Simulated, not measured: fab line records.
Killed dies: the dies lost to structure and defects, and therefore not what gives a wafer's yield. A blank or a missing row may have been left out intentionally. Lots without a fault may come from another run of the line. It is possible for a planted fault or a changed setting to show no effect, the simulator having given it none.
What tool caused it? -- flow n5 finfet -- 26 wafers from 9 lots sampled at 3 of the route's 1938 steps

WHAT THE GAUGES SHOWED, per wafer
N5_BEOL_M1_OCD_MEAS_38.
lot,measured,on,trench depth nm (nm)
L636,day 6 16:03,ocd-02,55.4 57.9 55.3
L643,day 8 06:07,ocd-02,77.6 54.3 55.6
L644,day 8 13:18,ocd-01,54.1 78.2 54.6
L652,day 10 18:43,ocd-02,54.3 55.3 56.4
L654,day 11 04:46,ocd-02,53.2 53.6 58.1
L653,day 11 05:55,ocd-02,55.8 56.9
L655,day 11 14:35,ocd-01,55.3 53.8 55.4
L656,day 11 14:58,ocd-02,58.3 53.5 58.2
L657,day 12 07:46,ocd-01,55.3 58.3 54.4

WHAT TOOL EACH LOT RAN ON (gives the tool, then ch and the chambers of the sampled wafers, and finally the start)
lot,N5_BEOL_M1_ETCH_69,N5_BEOL_M1_TRENCH_ETCH_37
L636,"rie diel-01 ch 0,1,2, day 6 11:00","rie diel-01 ch 0,2, day 6 15:53"
L643,"rie diel-01 ch 0,2,3, day 8 03:02","rie diel-01 ch 0,2,3, day 8 05:58"
L644,"rie diel-05 ch 1,2, day 8 12:02","rie diel-01 ch 0,1,3, day 8 13:08"
L652,"rie diel-01 ch 1,3, day 10 07:19","rie diel-03 ch 0,1,2, day 10 18:32"
L654,"rie diel-01 ch 2,3, day 10 20:40","rie diel-01 ch 0,1, day 11 04:37"
L653,"rie diel-03 ch 1,3, day 10 23:41","rie diel-03 ch 0, day 11 05:46"
L655,"rie diel-05 ch 0,3, day 11 10:50","rie diel-01 ch 1,2, day 11 14:26"
L656,"rie diel-05 ch 0,1, day 11 11:13","rie diel-01 ch 0,1, day 11 14:49"
L657,"rie diel-01 ch 0,2,3, day 11 23:26","rie diel-01 ch 0,2,3, day 12 07:37"
- N5_BEOL_M1_ETCH_69: etches SiARC in CF4, target depth 15.6 nm, time 26 s.
- N5_BEOL_M1_TRENCH_ETCH_37: etches SiOC in C4F6/O2, target depth 55.207 nm, time 29 s.

THE ANSWER, worked out from the rows above alone
Rule: the lots themselves supply what counts as usual. Put in order of their means at a reading, lots are off if they are a third of the lots or fewer, leave a main group of 4 or more, and stand apart from it by a gap of 3 or more times the standard deviation of the main group's means; of several such gaps the widest counts. A main group is skipped when, at the precision printed for the reading in the tables above, its means are all equal. A lot without any number at a reading at which 4 lots or more have one is off too. Any other lot the step has rows for is counted as sound.
Off at N5_BEOL_M1_OCD_MEAS_38 (trench depth nm): L643, L644. The main group: mean 55.8 nm, standard deviation 0.66.
A tool fits if, at a process step before that reading, it ran every lot that is off, and no sound lot after the first of them. Those tools and the gauges at N5_BEOL_M1_OCD_MEAS_38 are tried in the same way. Not one of the candidates tried fits.

WHAT THE SIMULATOR PUT IN
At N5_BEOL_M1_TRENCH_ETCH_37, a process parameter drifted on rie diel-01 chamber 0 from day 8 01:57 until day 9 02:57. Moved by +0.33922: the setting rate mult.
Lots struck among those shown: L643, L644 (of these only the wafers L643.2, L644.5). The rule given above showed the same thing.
